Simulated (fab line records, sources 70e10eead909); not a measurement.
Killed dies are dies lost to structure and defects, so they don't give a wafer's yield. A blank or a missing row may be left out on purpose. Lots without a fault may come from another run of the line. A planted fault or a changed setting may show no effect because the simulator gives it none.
Which tool did it? | flow nand_harc | 11 lots, 33 wafers sampled, at 5 steps of a route of 1159

WHAT THE GAUGES READ, wafer by wafer
NHARC_A_CONTACT_CD_MEAS_08: target cd 100 nm. Usual: cd_nm 99.9 nm, standard deviation 0.61.
lot  | measured     | on        | cd_nm (nm)        | flag
L341 | day 16 23:07 | cd_sem-03 | 101.0 100.3 100.2 |
L340 | day 17 00:31 | cd_sem-03 | 99.7 99.1 99.4    |
L345 | day 17 10:32 | cd_sem-02 | 100.1 100.4 99.8  |
L342 | day 17 11:47 | cd_sem-03 | 100.1 100.4 99.2  |
L343 | day 17 16:17 | cd_sem-02 | 100.0 100.6 99.6  |
L346 | day 18 06:50 | cd_sem-03 | 99.5 99.9 100.5   |
L347 | day 18 14:50 | cd_sem-03 | 98.9 99.4 99.6    |
L344 | day 18 15:46 | cd_sem-03 | 100.4 100.0 100.3 |
L350 | day 20 09:13 | cd_sem-01 | 99.6 99.9 99.5    |
L357 | day 21 08:40 | cd_sem-01 | 99.2 99.2 99.7    |
L359 | day 21 17:19 | cd_sem-02 | 99.2 100.0 99.2   |

NHARC_END_SORT_01. Usual: killed_at_array 28, standard deviation 11; killed_at_other 0.6, standard deviation 0.85; killed_at_periphery 2.8, standard deviation 2.3; killed_dies 31, standard deviation 11; killed_open 3.1, standard deviation 1.6; killed_short 2.0, standard deviation 1.4.
lot  | measured     | on        | killed_at_array | killed_at_other | killed_at_periphery | killed_dies | killed_open | killed_short | flag
L357 | day 24 01:08 | prober-02 | 12 204 11       | 0 0 0           | 5 4 6               | 17 208 17   | 3 4 7       | 2 3 1        | OFF
L359 | day 24 05:08 | prober-01 | 179 41 45       | 0 0 0           | 4 3 4               | 183 44 49   | 5 4 3       | 1 0 1        | OFF

WHICH TOOL RAN EACH LOT (tool, then ch and the chambers of the sampled wafers, then the start)
lot  | NHARC_A_CONTACT_ETCH_106           | NHARC_A_CONTACT_ETCH_89            | NHARC_A_CONTACT_ETCH_98
L341 | rie_diel-07 ch 0,2,3, day 16 19:47 | rie_diel-07 ch 1,2, day 16 23:31   | rie_diel-01 ch 1,2,3, no start
L340 | rie_diel-08 ch 0,3, day 16 20:33   | rie_diel-08 ch 1,2, day 17 00:57   | rie_diel-01 ch 1,2,3, no start
L345 | rie_diel-01 ch 0,3, day 17 07:09   | rie_diel-01 ch 0,1,3, day 17 10:54 | rie_diel-07 ch 1,2, no start
L342 | rie_diel-07 ch 0,2, day 17 08:25   | rie_diel-01 ch 0,1,2, day 17 12:20 | rie_diel-07 ch 1,2,3, no start
L343 | rie_diel-07 ch 0,2,3, day 17 13:40 | rie_diel-07 ch 0,1,2, day 17 16:39 | rie_diel-07 ch 0,2,3, no start
L346 | rie_diel-01 ch 0,3, day 18 01:02   | rie_diel-08 ch 0,1, day 18 07:14   | rie_diel-08 ch 0,3, no start
L347 | rie_diel-01 ch 0,1, day 18 11:35   | rie_diel-07 ch 1,3, day 18 15:17   | rie_diel-07 ch 0,1,2, no start
L344 | rie_diel-08 ch 1,3, day 18 13:12   | rie_diel-01 ch 0,1,3, day 18 16:08 | rie_diel-07 ch 0,3, no start
L350 | rie_diel-07 ch 1,3, day 20 05:22   | rie_diel-07 ch 0,1,2, day 20 09:34 | rie_diel-01 ch 0,2,3, no start
L357 | rie_diel-01 ch 0,1,2, day 21 06:09 | rie_diel-07 ch 0,1,3, day 21 09:05 | rie_diel-08 ch 0,2,3, day 24 01:08 or earlier
L359 | rie_diel-07 ch 0,3, day 21 14:37   | rie_diel-07 ch 0,1,3, day 21 17:49 | rie_diel-08 ch 0,1,3, day 24 05:08 or earlier
- NHARC_A_CONTACT_ETCH_106: etches the open film in CF4/O2, target depth 60 nm, overetch 6 nm, time 33 s.
- NHARC_A_CONTACT_ETCH_89: etches the open film in N2/H2, target depth 260 nm, time 475.3 s.
- NHARC_A_CONTACT_ETCH_98: etches the open film in C4F6/O2, target depth 20 nm, time 10 s.

WHAT THE TOOLS THEMSELVES READ (means of the sampled wafers that have a number; where no wafer has one, the mark that the record gives instead)
NHARC_A_CONTACT_ETCH_106. Usual: drypump_motor_current_A 5.7 A, standard deviation 0.47; oes_product_au 0.998 a.u., standard deviation 0.01; rf_vpp_V 198.0 V, standard deviation 1.4; run_length_s 54.5 s, standard deviation 0.45; showerhead_plenum_p_Torr 1.35 Torr, standard deviation 0.056; throttle_valve_pct 13.398 %, standard deviation 0.0094.
lot  | tool        | drypump_motor_current_A (A) | oes_product_au (a.u.) | rf_vpp_V (V) | run_length_s (s) | showerhead_plenum_p_Torr (Torr) | throttle_valve_pct (%) | flag
L341 | rie_diel-07 | 6.0                         | 0.993                 | 197.5        | 54.4             | 1.32                            | 13.385                 |
L340 | rie_diel-08 | 5.7                         | 0.988                 | 198.9        | 54.3             | 1.36                            | 13.404                 |
L345 | rie_diel-01 | 5.7                         | 0.981                 | 199.8        | 55.1             | 1.41                            | 13.397                 |
L342 | rie_diel-07 | 5.6                         | 1.002                 | 196.6        | 54.3             | 1.28                            | 13.404                 |
L343 | rie_diel-07 | 6.0                         | 0.998                 | 197.6        | 54.4             | 1.32                            | 13.395                 |
L346 | rie_diel-01 | 5.3                         | 0.991                 | 198.4        | 55.0             | 1.38                            | 13.395                 |
L347 | rie_diel-01 | 5.9                         | 0.999                 | 199.4        | 54.7             | 1.39                            | 13.396                 |
L344 | rie_diel-08 | 5.7                         | 0.995                 | 198.0        | 54.3             | 1.34                            | 13.400                 |
L350 | rie_diel-07 | 6.3                         | 1.001                 | 199.3        | 54.8             | 1.40                            | 13.400                 |
L357 | rie_diel-01 | 5.7                         | 1.001                 | 197.8        | 54.4             | 1.35                            | 13.387                 |
L359 | rie_diel-07 | 6.5                         | 1.003                 | 198.2        | 54.7             | 1.35                            | 13.396                 |

NHARC_A_CONTACT_ETCH_89. Usual: drypump_motor_current_A 5.7 A, standard deviation 0.48; oes_product_au 1.001 a.u., standard deviation 0.01; rf_vpp_V 431.0 V, standard deviation 2.9; run_length_s 496.6 s, standard deviation 0.39; showerhead_plenum_p_Torr 2.05 Torr, standard deviation 0.1; throttle_valve_pct 14.171 %, standard deviation 0.0094.
lot  | tool        | drypump_motor_current_A (A) | oes_product_au (a.u.) | rf_vpp_V (V) | run_length_s (s) | showerhead_plenum_p_Torr (Torr) | throttle_valve_pct (%) | flag
L341 | rie_diel-07 | 5.5                         | 0.999                 | 430.5        | 496.4            | 2.03                            | 14.156                 |
L340 | rie_diel-08 | 5.3                         | 1.002                 | 430.8        | 496.5            | 2.06                            | 14.171                 |
L345 | rie_diel-01 | 5.6                         | 1.002                 | 432.6        | 497.0            | 2.10                            | 14.179                 |
L342 | rie_diel-01 | 5.7                         | 0.991                 | 430.5        | 496.7            | 2.07                            | 14.162                 |
L343 | rie_diel-07 | 5.5                         | 0.997                 | 430.1        | 496.4            | 2.01                            | 14.181                 |
L346 | rie_diel-08 | 5.3                         | 1.003                 | 429.5        | 496.4            | 2.01                            | 14.179                 |
L347 | rie_diel-07 | 6.4                         | 0.994                 | 433.5        | 496.9            | 2.15                            | 14.173                 |
L344 | rie_diel-01 | 5.5                         | 0.998                 | 432.8        | 496.9            | 2.09                            | 14.175                 |
L350 | rie_diel-07 | 5.5                         | 1.002                 | 430.5        | 496.5            | 2.01                            | 14.168                 |
L357 | rie_diel-07 | 6.0                         | 0.999                 | 431.0        | 457.8            | 2.07                            | 14.176                 | OFF
L359 | rie_diel-07 | 6.0                         | 1.004                 | 431.5        | 457.8            | 2.07                            | 14.164                 | OFF

NHARC_A_CONTACT_ETCH_98. Usual: drypump_motor_current_A 5.7 A, standard deviation 0.46; oes_product_au 0.958 a.u., standard deviation 0.022; rf_vpp_V 548 V, standard deviation 3.1; run_length_s 31.1 s, standard deviation 0.31; showerhead_plenum_p_Torr 3.95 Torr, standard deviation 0.15; throttle_valve_pct 26.903 %, standard deviation 0.0078.
lot  | tool        | drypump_motor_current_A (A) | oes_product_au (a.u.) | rf_vpp_V (V) | run_length_s (s) | showerhead_plenum_p_Torr (Torr) | throttle_valve_pct (%) | flag
L341 | rie_diel-01 | 5.5                         | 0.946                 | 547          | 31.4             | 3.92                            | 26.896                 |
L340 | rie_diel-01 | 5.4                         | 0.947                 | 547          | 31.3             | 3.92                            | 26.909                 |
L345 | rie_diel-07 | 5.5                         | 0.974                 | 548          | 30.8             | 3.91                            | 26.911                 |
L342 | rie_diel-07 | 5.9                         | 0.970                 | 548          | 31.2             | 4.01                            | 26.896                 |
L343 | rie_diel-07 | 6.0                         | 0.951                 | 547          | 31.2             | 3.87                            | 26.905                 |
L346 | rie_diel-08 | 5.7                         | 0.948                 | 548          | 31.0             | 3.98                            | 26.906                 |
L347 | rie_diel-07 | 5.5                         | 0.953                 | 546          | 30.9             | 3.88                            | 26.902                 |
L344 | rie_diel-07 | 6.1                         | 0.939                 | 545          | 31.2             | 3.84                            | 26.899                 |
L350 | rie_diel-01 | 5.5                         | 0.995                 | 548          | 31.2             | 3.99                            | 26.904                 |
L357 | rie_diel-08 | 5.7                         | 0.996                 | 549          | 31.3             | 4.05                            | 26.893                 |
L359 | rie_diel-08 | 5.6                         | 1.005                 | 548          | 31.2             | 3.92                            | 26.900                 |

THE ANSWER, worked out from the rows above alone
Rule: a lot is off if the mean of its wafers that have a number lies more than 3 standard deviations from the usual mean. A lot without any number at a reading at which 4 lots or more have one is off too. The other lots that the step has rows for count as sound. The gauges are gone through in route order, then the tools' own readings, and for those a lot's mean is taken as printed above. The first step at which some lot is off is used, and at that step the reading that is off furthest; a lot without a number counts as furthest.
Off: L357, L359, at NHARC_END_SORT_01 (killed_dies). Neither off nor sound, because the step has no rows for them: L341, L340, L345, L342, L343, L346, L347, L344, L350.
A tool fits if, at a process step before that reading, it ran every lot that is off, and no sound lot after the first of them. The gauges at NHARC_END_SORT_01 aren't tried: what is off there is off at NHARC_A_CONTACT_ETCH_89 too, on other tools, and a gauge's error can't cause that. NHARC_A_CONTACT_ETCH_98 gives no start for some lots, so the hours and the order of its lots are those of NHARC_END_SORT_01. Can't be told from this: 2 tools fit, rie_diel-07 at NHARC_A_CONTACT_ETCH_89, rie_diel-08 at NHARC_A_CONTACT_ETCH_98.

WHAT THE SIMULATOR HAD PUT IN
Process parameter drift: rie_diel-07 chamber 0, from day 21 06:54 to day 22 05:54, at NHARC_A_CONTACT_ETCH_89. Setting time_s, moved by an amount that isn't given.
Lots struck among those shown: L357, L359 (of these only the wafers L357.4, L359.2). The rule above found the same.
